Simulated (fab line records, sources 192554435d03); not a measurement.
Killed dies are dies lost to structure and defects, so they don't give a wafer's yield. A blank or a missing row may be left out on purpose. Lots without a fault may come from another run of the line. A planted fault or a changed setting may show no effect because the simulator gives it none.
Split-lot experiment | flow n5_finfet | 7 lots, 21 wafers read, on a route of 1938 steps

THE SPLIT
At N5_SDB_COAT_03 (time 60 s, resist thk 100 nm), the setting spin_rpm was moved away from the recipe's 1500 rpm on 7 of the 21 wafers read, by +3.5% to +9.1%. The other wafers ran this setting at the recipe's value.

FROM THE SPLIT TO THE READING: what the file shows between them, 7 steps
- N5_SDB_COAT_04: time 60 s, resist thk 18 nm
- N5_SDB_COAT_05: resist thk 90 nm
- N5_SDB_DESCUM_16: chemistry O2, time 7.9 s
- N5_SDB_ETCH_17: etches SiARC in CF4, target depth 23.4 nm, time 39 s
- N5_SDB_ETCH_18: etches SOC in N2/H2, target depth 100 nm, overetch 20 nm, time 150 s
- N5_SDB_STRIP_19: strips in N2/H2
- N5_SDB_STRIP_21: strips in CF4

THE READING
SOC_of_SDB_COAT_03.thk_nm (the simulator's own value, which no gauge read), in nm, at N5_SDB_HM_OPEN_20 (chemistry CH3F/O2, target SiNx, stops on poly-Si, target depth 24 nm). The file gives no usual value for it. The 14 wafers here that ran the recipe average 84.0 nm, standard deviation 0.5 nm.

wafer  | tool, chamber at the split | spin_rpm as run, rpm | against the recipe | SOC_of_SDB_COAT_03.thk_nm, nm | against lot-mates on the recipe
L080.2 | litho_track-05, 0          | 1500                 | recipe             | 83.2                          | -
L080.4 | litho_track-05, 0          | 1557                 | +3.8%              | 81.4                          | -1.9
L080.6 | litho_track-05, 0          | 1500                 | recipe             | 83.4                          | -
L082.1 | litho_track-02, 0          | 1571                 | +4.7%              | 81.8                          | -2.2
L082.2 | litho_track-02, 0          | 1500                 | recipe             | 84                            | -
L082.3 | litho_track-02, 0          | 1500                 | recipe             | 84                            | -
L083.1 | litho_track-03, 0          | 1552                 | +3.5%              | 82.8                          | -1.1
L083.2 | litho_track-03, 0          | 1500                 | recipe             | 84                            | -
L083.5 | litho_track-03, 0          | 1500                 | recipe             | 83.8                          | -
L086.1 | litho_track-05, 0          | 1570                 | +4.7%              | 81                            | -2.4
L086.3 | litho_track-05, 0          | 1570                 | +4.7%              | 81.6                          | -1.8
L086.6 | litho_track-05, 0          | 1500                 | recipe             | 83.4                          | -
L090.2 | litho_track-03, 0          | 1637                 | +9.1%              | 79.4                          | -4.6
L090.4 | litho_track-03, 0          | 1637                 | +9.1%              | 79.6                          | -4.4
L090.6 | litho_track-03, 0          | 1500                 | recipe             | 84                            | -
L091.2 | litho_track-05, 0          | 1500                 | recipe             | 84.2                          | -
L091.4 | litho_track-05, 0          | 1500                 | recipe             | 84.6                          | -
L091.6 | litho_track-05, 0          | 1500                 | recipe             | 83.4                          | -
L094.3 | litho_track-02, 0          | 1500                 | recipe             | 84.8                          | -
L094.5 | litho_track-02, 0          | 1500                 | recipe             | 84.6                          | -
L094.6 | litho_track-02, 0          | 1500                 | recipe             | 84.6                          | -

THE FIT
A straight line over all 21 wafers: SOC_of_SDB_COAT_03.thk_nm changes by -0.506 nm for each +1% of spin_rpm; r = -0.95; the points scatter about the line by 0.5 nm.
The same after taking each lot's own level away (the mean of its wafers on the recipe; 21 wafers): -0.48 nm for each +1%; r = -0.98; scatter 0.27 nm.
On that fit, the largest move of spin_rpm shifts the reading by 4.4 nm.
The lots' own levels span 83.30 to 84.67 nm, that is 2.7 times the standard deviation above.
So the lot-to-lot level changes the slope little: the two slopes agree.
Check: with one of the wafers moved furthest among these (+9.1%) left out of the fit, the line predicts -4.23 nm for it against its lot-mates. It came out at -4.6 nm against them.

OTHER SPLITS ON THESE WAFERS
These wafers also went through other splits before the reading. Each is held against what the fit with the lots' levels taken away leaves over:
other split on the same wafers | wafers away from the commonest value | r with SOC_of_SDB_COAT_03.thk_nm (lot level and that fit taken away)
N5_DUMMY_GATE_COAT_34 spin_rpm | 9                                    | +0.26
N5_SD_EPI_N_COAT_33 spin_rpm   | 11                                   | -0.37
N5_SD_EPI_N_ETCH_35 time_s     | 7                                    | -0.03
N5_ILD0_ALD_15 ald_cycles      | 6                                    | -0.06

THE WHOLE CHAIN: every reading that the file lists as answering this split, in the file's order
step              | what it does                                                         | reading                                                                    | change (the file's fit)               | r (the file's)
N5_SDB_COAT_03    | time 60 s, resist thk 100 nm                                         | SOC_of_SDB_COAT_03.thk_nm (the simulator's own value, which no gauge read) | -0.478 nm for each +1% of the setting | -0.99
N5_SDB_ETCH_18    | etches SOC in N2/H2, target depth 100 nm, overetch 20 nm, time 150 s | etch.depth_nm (the simulator's own value, which no gauge read)             | -0.472 nm for each +1% of the setting | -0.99
N5_SDB_HM_OPEN_20 | chemistry CH3F/O2, target SiNx, stops on poly-Si, target depth 24 nm | SOC_of_SDB_COAT_03.thk_nm (the simulator's own value, which no gauge read) | -0.47 nm for each +1% of the setting  | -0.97
N5_SDB_STRIP_22   | strips in N2/H2                                                      | strip_time_to_endpoint_s                                                   | withheld for each +1% of the setting  | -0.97

THE FILE'S OWN FIT
SOC_of_SDB_COAT_03.thk_nm changes by -0.47 nm for each +1% of spin_rpm, r = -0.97.
